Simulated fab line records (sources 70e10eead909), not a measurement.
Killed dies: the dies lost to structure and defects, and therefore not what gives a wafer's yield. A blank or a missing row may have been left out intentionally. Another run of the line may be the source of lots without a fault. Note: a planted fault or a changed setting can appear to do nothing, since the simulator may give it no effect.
Comparing a struck lot with a sound one    flow nand harc    15 out of 1302 route steps
Sound: these wafers, L257.3, L257.5, L257.6. Wafers struck: L267.1, L267.2, L267.4. At the end, the cause is stated.
At each step with rows: each side's tool, then ch and its chambers, then its first start. Under that, the readings that differ: sound wafers    struck wafers    difference of the means    sigmas: that difference in standard deviations of wafers without a fault.
alike: readings with means less than 2 such deviations apart, plus words and numbers identical on both sides. not compared: withheld readings, readings lacking a value on some wafer, bounds such as >300 that could conceal the same value, and numbers that have no deviation in the record and whose values overlap.
A row with sigmas, a row that says differs or no value, or rows on one side alone: a step with any of these is where the two part. Numbers that don't overlap but have no deviation are shown without sigmas and don't part them. A reading that every wafer of one side lacks parts them only if that side has two wafers or more.

NHARC_P_M2_ETCH_35: etches the open film in N2/H2, target depth 40 nm, overetch 12 nm, time 43.94 s.
  sound on rie diel-12 ch 0,2,3, day 7 06:30; struck on rie diel-07 ch 1,2,3, day 11 12:00
  alike: bias w, drypump motor current A, oes product au, rf vpp V, showerhead plenum p Torr, throttle valve pct
  not compared: rf hours counter h
then, 1 step without rows for these wafers: NHARC_P_M2_ETCH_15 (etches the open film in C4F8/Ar, target depth 182.5 nm, time 91.2 s).
NHARC_P_M2_CD_MEAS_16:
  sound on cd sem-03, day 7 06:43; struck on cd sem-01, day 11 12:13
reading     sound              struck             difference  sigmas
cd nm (nm)  169.8 169.0 168.7  171.5 170.2 171.3  +1.8        +3
NHARC_P_M2_STRIP_18: strips in N2/H2.
  sound on rie diel-07 ch 0,1, day 7 06:48; struck on rie diel-12 ch 1,2,3, day 11 12:17
  alike: drypump motor current A, oes product au, rf vpp V, showerhead plenum p Torr, throttle valve pct
  not compared: rf hours counter h
NHARC_P_M2_ETCH_28: etches the open film in CF4/N2, target depth 30 nm, time 72.99 s.
  sound on rie diel-07 ch 1,2; struck on rie diel-12 ch 1,2,3
  alike: bias w, drypump motor current A, oes product au, rf vpp V, showerhead plenum p Torr, throttle valve pct
  not compared: rf hours counter h
then, 2 steps without rows for these wafers: NHARC_P_M2_STRIP_19 (strips in post etch residue remover, time 600 s); NHARC_P_M2_DEGAS_29 (time 60 s).
NHARC_P_M2_PRE_CLEAN_30: time 30 s.
  sound on pvd sputter-03; struck on pvd sputter-02
  alike: heater power w
then, 3 steps without rows for these wafers: NHARC_P_M2_PVD_20 (deposits TaN, target thk 5 nm, time 8.06 s); NHARC_P_M2_PVD_21 (deposits Cu, target thk 30 nm, time 20.49 s); NHARC_P_M2_ECD_22 (material Cu, target thk 400 nm).
NHARC_P_M2_ANNEAL_31: time 90 s.
  sound on rtp anneal-01 ch 0, day 7 08:16; struck on rtp anneal-02 ch 0, day 11 13:40
  alike: anneal temp c max, wafer_temp_C_max
NHARC_P_M2_CMP_23: polishes, t overpolish 20 s, target thk 144.3 nm.
  sound on cmp-04 ch 2,3, day 7 08:32; struck on cmp-04 ch 0,1,3, day 11 14:01
  no value came back on the struck wafers for edge zone pressure frac, motor current A (A), retaining ring pressure frac, time to endpoint s (s); on the sound wafers edge zone pressure frac reads 1.004 1.000 0.990
NHARC_P_M2_THK_MEAS_24: measures by xrf.
  sound on film metro-02, day 7 08:49; struck on film metro-01, day 11 14:19
reading      sound              struck             difference  sigmas
thk nm (nm)  145.0 144.4 143.5  398.3 392.1 396.1  +251.2      +99 or more
after that, 1 step had no rows for these wafers: NHARC_P_M2_SRD_25.

## WHERE THEY PART
Last at NHARC_P_M2_THK_MEAS_24 as far as this record goes, first at NHARC_P_M2_CD_MEAS_16.

WHY: whatever the simulator had introduced
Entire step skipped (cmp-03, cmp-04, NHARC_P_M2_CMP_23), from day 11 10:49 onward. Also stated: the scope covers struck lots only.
